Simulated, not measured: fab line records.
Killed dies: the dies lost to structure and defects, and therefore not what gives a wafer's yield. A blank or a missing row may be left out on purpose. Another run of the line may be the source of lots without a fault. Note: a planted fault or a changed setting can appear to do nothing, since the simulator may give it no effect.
fab line records | flow n5Finfet
record: lots: 11 wafers: 30 lastDay: 18
route steps=1938 shown BEOL_M12@1619 PASSIVATION@1936
lots untouched by any fault: they come from a run of this same line in which no faults occurred
startH: the number of hours between the record's first day and the start of the first shown wafer of the lot | waitH: time in hours since the lot's previous step | " as in the row above | L1.1+2: a row that stands for several wafers | - no value, or no start given | * or withheld: withheld | < > ~ a bound
route shown NAME@n: NAME is a module with steps in the file, n the number in the route of the first one | usual: average and standard deviation across the fault-free wafers | same: alike in all rows | chamber/n: place in a boat | sites: per-site readings | _std_site: standard deviation across them | _edge_site: the outer-site mean with the inner-site mean subtracted | radiusMm: how far each site lies from the wafer's centre | mask NAME#n: copy n | behind: the tool/chamber that last shaped the wafer | hold: why the lot was held/for how many hours/how that ended | device: which transistor (n, p or np) failed to switch | end of line: tests run on the same wafers once the route is complete | a step without rows: its recipe alone | killed: the dies lost at the first sort to structure and to defects; this is not the yield of the wafer | map: a wafer's dies, marking killed ones x, the rest . and places with no die _
set.NAME: setting as actually run; set.NAME@STEP: the setting as run at that earlier step | model.NAME: the simulator's own value behind a step, which no gauge read
route steps across a sampled set of lots; one table per step, one row per wafer
services: the hour from which a tool's chamber was out of use, counted from the record's first day as startH (under 0 if before that day), plus the number of hours and why
== steps ==
step: N5_BEOL_M12_STRIP_64
recipe: chemistry: N2/H2 powerW: 1000 tempC: 250 h2Frac: 0.65 overashFraction: 0.3 pressureMtorr: withheld n2FlowSccm: 1750 h2FlowSccm: 3250
usual: drypumpMotorCurrentA: 6.3/0.38 heaterPowerW: 338/31 oesProductAu: 0.716/0.0042 stripTimeToEndpointS: 31.35/0.066 tempC: 250.02/0.17
columns lot.wafer tool chamber startH waitH drypumpMotorCurrentA heaterPowerW oesProductAu rfHoursCounterH stripTimeToEndpointS tempC
L293.3 plasmaAsher-02 0 261.42 0.0 6.5 363 0.725 - 31.35 250.01
L293.4 " 1 " " 5.9 330 0.719 - 31.40 250.13
L293.6 " 0 " " 6.5 362 0.716 - 31.38 250.27
L295.2 plasmaAsher-02 1 261.57 0.0 5.9 331 0.718 119 31.27 250.16
L295.4 " 0 " " 6.5 363 0.718 - 31.34 249.91
L295.6 " 0 " " 6.5 360 0.721 - 31.31 249.67
L296.3 plasmaAsher-02 1 267.26 0.0 5.9 323 0.707 - 31.34 250.05
L296.4 " 0 " " 6.5 369 0.708 - 31.28 250.01
L296.5 " 1 " " 5.9 322 0.720 - 31.34 249.74
L299.5 plasmaAsher-01 0 295.26 0.0 6.0 366 0.717 - 31.30 250.00
L299.6 " 1 " " 6.8 298 0.717 - 31.33 250.19
L300.1 plasmaAsher-01 1 300.08 0.0 6.8 296 0.717 82 31.27 250.01
L300.6 " 0 " " 6.0 375 0.718 - 31.30 250.04
L302.4 plasmaAsher-02 0 306.07 0.0 6.5 367 0.717 - 31.27 249.93
L302.6 " 1 " " 5.9 334 0.717 - 31.22 250.23
L305.3 plasmaAsher-01 0 324.74 0.0 6.0 368 0.713 - 31.37 250.06
L305.5 " 1 " " 6.8 299 0.718 - 31.36 250.00
L305.6 " 0 " " 6.0 370 0.709 - 31.40 250.19
L312.1 plasmaAsher-01 1 364.23 0.0 6.9 300 0.721 97 31.45 249.83
L312.2 " 0 " " 6.0 377 0.714 97 31.45 250.10
L312.4 " 0 " " 6.0 374 0.711 - 31.40 249.97
L311.1 plasmaAsher-01 0 368.12 0.0 6.0 362 0.715 97 31.47 249.94
L311.3 " 1 " " 6.8 292 0.714 - 31.40 250.23
L311.5 " 1 " " 6.8 303 0.719 - 31.43 250.35
L313.2 plasmaAsher-01 0 379.42 0.0 6.0 366 0.713 102 31.25 249.83
L313.4 " 1 " " 6.8 302 0.716 - 31.29 250.26
L313.6 " 0 " " 6.0 367 0.717 - 31.25 250.07
L314.2 plasmaAsher-01 0 389.60 0.0 6.0 377 0.710 104 31.40 250.03
L314.3 " 0 " " 6.0 374 0.720 - 31.36 250.07
L314.5 " 1 " " 6.8 298 0.711 - 31.41 249.68
step: N5_BEOL_M12_SPUTTER_44
recipe: material: Ta targetThkA: 100 tempC: 50 biasV: 80 powerW: 15000 chamberPressurePa: 0.07 timeS: 16.13
usual: susceptorTempC: 50.00/0.11 throttleValvePct: 30.5/1.1
columns lot.wafer tool chamber startH waitH susceptorTempC throttleValvePct
L293.3 pvdSputter-02 - 266.12 0.0 50.02 30.1
L293.4 " - " " 50.08 31.7
L293.6 " - " " 49.82 30.0
L295.2 pvdSputter-03 - 267.06 0.0 50.18 28.4
L295.4 " - " " 49.92 29.6
L295.6 " - " " 49.99 31.7
L296.3 pvdSputter-02 - 269.22 0.0 49.91 30.0
L296.4 " - " " 49.69 30.2
L296.5 " - " " 50.04 30.4
L299.5 pvdSputter-02 - 298.43 0.0 49.83 31.6
L299.6 " - " " - 30.1
L300.1 pvdSputter-02 - 302.11 0.0 - 32.2
L300.6 " - " " - 32.1
L302.4 pvdSputter-02 - 309.36 0.0 50.11 32.2
L302.6 " - " " - 30.1
L305.3 pvdSputter-01 - 327.20 0.0 49.98 29.2
L305.5 " - " " 49.95 29.4
L305.6 " - " " 49.96 29.9
L312.1 pvdSputter-03 - 372.82 0.0 50.05 29.5
L312.2 " - " " 49.94 31.5
L312.4 " - " " 50.05 30.6
L311.1 pvdSputter-03 - 373.15 0.0 50.01 29.5
L311.3 " - " " 49.74 30.4
L311.5 " - " " 49.99 30.7
L313.2 pvdSputter-03 - 382.91 0.0 50.04 30.6
L313.4 " - " " 49.96 29.4
L313.6 " - " " 50.01 29.7
L314.2 pvdSputter-01 - 393.88 0.0 49.94 29.4
L314.3 " - " " 50.05 31.9
L314.5 " - " " 50.06 31.7
step: N5_BEOL_M12_CMP_49
recipe: stopOn: SiOC tOverpolishS: 20.6 downForcePsi: 1 platenRpm: 50 clearingPlatenDownForcePsi: 1.5 clearingPlatenRpm: 50 postCmpClean: cuAlkaline targetThkNm: 320 clearingPlatenPadVelocityMS: 0.99484 padVelocityMS: 0.99484
usual: barrierFieldEndpointS: 30.2/0.66 headPressurePsi: 0.9999/0.0023 motorCurrentA: 5.8/0.82 padLifeWafers: 1057/650
columns lot.wafer tool chamber startH waitH barrierFieldEndpointS headPressurePsi motorCurrentA padLifeWafers
L293.4 cmp-01 3 266.92 0.2 30.2 0.9985 5.4 2017
L293.3 " 0 " " 30.0 1.0004 5.5 2018
L293.6 " 3 " " 29.8 1.0016 5.4 -
L295.2 cmp-01 3 267.73 0.2 30.4 0.9972 5.5 2028
L295.4 " 0 " " 29.8 1.0026 5.2 2029
L295.6 " 3 " " 30.0 1.0013 5.5 -
L296.4 cmp-04 2 269.95 0.2 30.3 0.9998 5.7 1670
L296.3 " 3 " " 30.3 1.0007 4.9 1671
L296.5 " 0 " " 31.0 0.9998 4.5 -
L299.6 cmp-04 3 299.19 0.2 22.9 1.0004 4.6 -
L299.5 " 0 " " 30.4 0.9952 4.3 -
L300.1 cmp-04 2 302.84 0.3 23.0 0.9987 5.5 1926
L300.6 " 2 " " 22.2 0.9992 5.5 -
L302.4 cmp-04 2 310.14 0.2 29.7 0.9981 5.5 1975
L302.6 " 2 " " 23.2 1.0019 5.2 -
L305.3 cmp-02 1 327.92 0.2 29.0 1.0035 6.8 848
L305.5 " 3 " " 29.6 0.9991 6.7 -
L305.6 " 0 " " 29.9 0.9998 6.7 -
L312.1 cmp-02 3 373.46 0.3 30.8 1.0003 6.6 1254
L312.4 " 0 " " 30.4 0.9998 6.6 1255
L312.2 " 2 " " 31.3 0.9979 6.2 1257
L311.1 cmp-01 0 373.79 0.3 30.7 0.9976 5.5 726
L311.3 " 1 " " 29.1 0.9977 6.4 727
L311.5 " 0 " " 29.6 0.9986 5.3 -
L313.4 cmp-02 0 383.71 0.2 31.1 0.9976 6.6 1369
L313.2 " 1 " " 31.4 0.9996 7.4 1370
L313.6 " 3 " " 30.9 0.9978 6.7 -
L314.3 cmp-01 2 394.65 0.2 30.1 1.0000 4.9 908
L314.2 " 3 " " 29.6 0.9996 5.7 909
L314.5 " 0 " " 30.4 0.9964 5.4 -
step: N5_BEOL_M12_THK_MEAS_50
recipe: thkMeasGauge: xrf reads: Cu_of_BEOL_M12_ECD_47
usual: M12_THK: 322/4.9
columns lot.wafer tool chamber startH waitH M12_THK[nm]
L293.3 filmMetro-01 - 267.18 - 326
L293.4 " - " " 327
L293.6 " - " " 324
L295.2 filmMetro-01 - 268.02 - 320
L295.4 " - " " 325
L295.6 " - " " 317
L296.3 filmMetro-02 - 270.17 - 322
L296.4 " - " " 330
L296.5 " - " " 321
L299.5 filmMetro-01 - 299.34 - 319
L299.6 " - " " 329
L300.1 filmMetro-02 - 303.14 - 320
L300.6 " - " " 320
L302.4 filmMetro-01 - 310.40 - 326
L302.6 " - " " 324
L305.3 filmMetro-01 - 328.14 - 326
L305.5 " - " " 324
L305.6 " - " " 324
L312.1 filmMetro-02 - 373.76 - 328
L312.2 " - " " 326
L312.4 " - " " 319
L311.1 filmMetro-01 - 374.08 - 319
L311.3 " - " " 324
L311.5 " - " " 318
L313.2 filmMetro-02 - 383.97 - 327
L313.4 " - " " 321
L313.6 " - " " 318
L314.2 filmMetro-02 - 394.86 - 329
L314.3 " - " " 323
L314.5 " - " " 326
step: N5_BEOL_M12_RS_MEAS_54
recipe: thkMeasGauge: four-point-probe reads: Cu_of_BEOL_M12_ECD_47+Ta_of_BEOL_M12_SPUTTER_44+TaN_of_BEOL_M12_SPUTTER_43
usual: M12_RS: 0.0602/0.0009
columns lot.wafer tool chamber startH waitH M12_RS[ohm/sq]
L293.3 filmMetro-01 - 267.31 0.0 0.0593
L293.4 " - " " 0.0588
L293.6 " - " " 0.0594
L295.2 filmMetro-02 - 268.15 0.0 0.0603
L295.4 " - " " 0.0595
L295.6 " - " " 0.0611
L296.3 filmMetro-01 - 270.30 0.0 0.0605
L296.4 " - " " 0.0592
L296.5 " - " " 0.0604
L299.5 filmMetro-01 - 299.46 0.0 0.0613
L299.6 " - " " 0.0596
L300.1 filmMetro-01 - 303.26 0.0 0.0599
L300.6 " - " " 0.0600
L302.4 filmMetro-02 - 310.52 0.0 0.0601
L302.6 " - " " 0.0601
L305.3 filmMetro-01 - 328.27 0.0 0.0591
L305.5 " - " " 0.0597
L305.6 " - " " 0.0596
L312.1 filmMetro-01 - 373.88 0.0 0.0587
L312.2 " - " " 0.0596
L312.4 " - " " 0.0605
L311.1 filmMetro-02 - 374.21 0.0 0.0604
L311.3 " - " " 0.0596
L311.5 " - " " 0.0606
L313.2 filmMetro-02 - 384.09 0.0 0.0596
L313.4 " - " " 0.0608
L313.6 " - " " 0.0614
L314.2 filmMetro-01 - 394.99 0.0 0.0590
L314.3 " - " " 0.0603
L314.5 " - " " 0.0600
step: N5_PASSIVATION_PROBE_49
usual: defectLimitedYield: 91.6/1.4 killed_at_M0_to_M3: 33/9.7 killed_at_M4_up: 13/5.4 killedAtContacts: 13/6.6 killedAtFrontEnd: 36/11 killedAtOther: 3.9/3 killedDies: 99/16 killedOpen: 66/12 killedShort: 32/7.9 sort_bin_5_function: 4.9/0.9 sort_bin_6_memory: 3.2/0.67 sortNPass: 1081/16 sortYieldPct: 91.6/1.4
same: grossDies: 1180 killedAtBackSide: 0 sort_bin_4_leakage[%]: 0 sort_bin_8_speed[%]: 0
columns lot.wafer tool chamber startH waitH defectLimitedYield[%] killed_at_M0_to_M3 killed_at_M4_up killedAtContacts killedAtFrontEnd killedAtOther killedDies killedOpen killedShort sort_bin_5_function[%] sort_bin_6_memory[%] sortNPass sortYieldPct[%]
L312.1 prober-02 - 404.64 0.0 89.9 17 10 24 63 5 119 83 35 5.0 4.7 1061 89.9
L312.2 prober-02 - 404.69 0.1 91.8 42 14 11 29 1 97 62 31 5.0 3.0 1083 91.8
L312.4 prober-02 - 404.79 0.2 92.0 28 12 12 35 7 94 63 30 4.2 3.5 1086 92.0
killed by level:class
L312.1 FIN_SAQP:geometricParticle:open=22 MOL_CONTACT_COAG:geometricParticle:open=18 FIN_SAQP:geometricParticle:short=12 STI_FIN_REVEAL:geometricParticle:open=9 DUMMY_GATE:geometricParticle:open=9 BEOL_M4:geometricParticle:open=7 MOL_CONTACT_COAG:geometricParticle:short=6 BEOL_M0_SAQP:geometricParticle:short=5
L312.2 BEOL_M0_SAQP:geometricParticle:open=13 BEOL_M2:geometricParticle:open=10 STI_FIN_REVEAL:geometricParticle:open=7 MOL_CONTACT_COAG:geometricParticle:open=7 BEOL_M0_SAQP:geometricParticle:short=6 BEOL_M3:geometricParticle:open=5 BEOL_M4:geometricParticle:short=5 FIN_SAQP:geometricParticle:open=4
L312.4 MOL_CONTACT_COAG:geometricParticle:open=10 BEOL_M0_SAQP:geometricParticle:open=9 FIN_SAQP:geometricParticle:short=8 FIN_SAQP:geometricParticle:open=8 BEOL_M0_SAQP:geometricParticle:short=7 BEOL_M2:geometricParticle:open=6 BEOL_M4:geometricParticle:open=6 ILD0:geometricParticle:short=4
== services ==
columns tool chamber startH hours kind
cmp-01 - 276.89 4.0 pm
cmp-01 - 280.89 - consumableReplace:conditioner
cmp-01 - 280.89 - consumableReplace:pad
cmp-02 - 282.84 3.9 repair
cmp-04 - 285.55 4.9 pm
cmp-02 - 301.49 0.3 repair
cmp-04 - 305.26 1.2 repair
cmp-01 - 312.41 0.7 repair
plasmaAsher-02 - 321.81 11.7 repair
plasmaAsher-01 - 323.24 1.1 repair
cmp-04 - 326.79 4.0 pm
cmp-04 - 330.79 - consumableReplace:conditioner
cmp-04 - 330.79 - consumableReplace:pad
cmp-04 - 331.17 0.8 repair
cmp-04 - 333.93 10.0 repair
cmp-02 - 353.40 3.8 repair
cmp-01 - 354.70 3.7 pm
pvdSputter-01 - 365.49 7.0 repair
pvdSputter-02 - 366.55 13.9 repair
cmp-04 - 367.98 9.6 repair
plasmaAsher-02 - 372.11 5.7 repair
== key ==
firstSign: step: N5_BEOL_M12_CMP_49 reading: barrierFieldEndpointS direction: down sigmas: 11 usual: 30.2 struck: 22.8
effect none on later readings
metAt N5_BEOL_M12_SPUTTER_44
struckLots L299,L300,L302
struckWafers L299.6,L300.1,L300.6,L302.6
notActingAt N5_BEOL_M12_STRIP_64,N5_BEOL_M12_THK_MEAS_50,N5_BEOL_M12_RS_MEAS_54
onsetBetween 269.22 298.43
fault: kind: processParameterDrift tool: pvdSputter-02 chamber: - onsetH: 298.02 steps: N5_BEOL_M12_SPUTTER_44 channel: timeS offset: * shape: step endH: 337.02 scope: struckWafersOnly actsIn: * stated: *
